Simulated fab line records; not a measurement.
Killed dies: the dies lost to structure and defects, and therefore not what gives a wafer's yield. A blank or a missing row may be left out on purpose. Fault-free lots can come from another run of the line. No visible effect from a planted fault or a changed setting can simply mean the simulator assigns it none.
2 desks, one fault | flow nandHarc | every desk sees just its own numbers, and what lay behind them comes last

== METROLOGY DESK ==
Means of the sampled wafers that have a number, per lot and without regard to the tool the lot ran on: this is what the gauges read. The brackets show how far a lot's mean lies from the usual mean; more than 4 standard deviations puts the lot out of limits, marked OUT.
Columns: A = cdNm at NHARC_A_M1_CD_MEAS_09, usual 120.0 nm; B = overlayXNm at NHARC_A_M1_OVL_MEAS_10, usual -0.1 nm; C = overlayYNm at NHARC_A_M1_OVL_MEAS_10, usual -0.1 nm
lot  | first seen here | A                | B    | C
L737 | day 18 09:37    | 120.0            | 1.0  | -0.9
L739 | day 18 09:46    | 120.2            | -0.8 | -0.3
L743 | day 19 09:16    | 120.3            | -0.3 | 1.5
L742 | day 19 09:56    | 119.0            | 0.4  | 0.0
L745 | day 20 01:58    | 120.5            | -0.7 | 1.3
L747 | day 20 12:29    | 119.4            | -1.1 | 0.6
L749 | day 21 12:11    | 118.2            | -0.3 | -0.2
L756 | day 23 00:55    | 119.7            | -0.4 | 0.0
L754 | day 23 01:37    | 117.5 (-4.8) OUT | -0.2 | 0.8
L758 | day 23 11:31    | 120.2            | 0.5  | 0.8
L759 | day 23 12:26    | 119.6            | 0.7  | -0.5
L757 | day 23 12:28    | 120.1            | -0.6 | 0.0
Finding of this desk: L754 out of limits; the first was L754 at day 23 01:37, on cdNm at NHARC_A_M1_CD_MEAS_09. L737, L739, L743, L742, L745, L747, L749, L756, L758, L759, L757: within limits.

== THE TOOL OWNER'S DESK: lithoTrack-01 ==
Per lot that ran on this tool, the mean of the sampled wafers carrying a number, from the tool's own readings at NHARC_A_M1_SOFTBAKE_04 (time 55 s). The brackets show how far a lot's mean lies from the usual mean; more than 4 standard deviations puts the lot out of limits, marked OUT.
Columns: A = heaterPowerTotalW at NHARC_A_M1_SOFTBAKE_04, usual 188.44 W
lot  | first seen here | A
L742 | day 19 09:00    | 188.46
L745 | day 20 01:00    | 188.38
L749 | day 21 11:00    | 222.84 (+99 or more) OUT
L754 | day 23 01:00    | 222.95 (+99 or more) OUT
Finding of this desk: L749, L754 out of limits; the first was L749 at day 21 11:00, on heaterPowerTotalW at NHARC_A_M1_SOFTBAKE_04. L742, L745: within limits.

== PUT TOGETHER ==
At day 21 11:00, on L749, L754, the tool owner's desk was in a position to raise an alarm.
Metrology desk: alarm possible at day 23 01:37 on L754.
The metrology desk has L749 on record, within its limits.
Of the lots named, all ran NHARC_A_M1_SOFTBAKE_04 on lithoTrack-01.

== WHAT WAS PUT IN BY THE SIMULATOR ==
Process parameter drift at NHARC_A_M1_SOFTBAKE_04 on lithoTrack-01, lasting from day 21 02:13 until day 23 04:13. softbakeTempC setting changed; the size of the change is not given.
Struck lots among those shown: L749, L754.
Delay (hours) between the fault's onset and each desk's first out-of-limits reading: 9 at the tool owner's desk, 47 at the metrology desk.
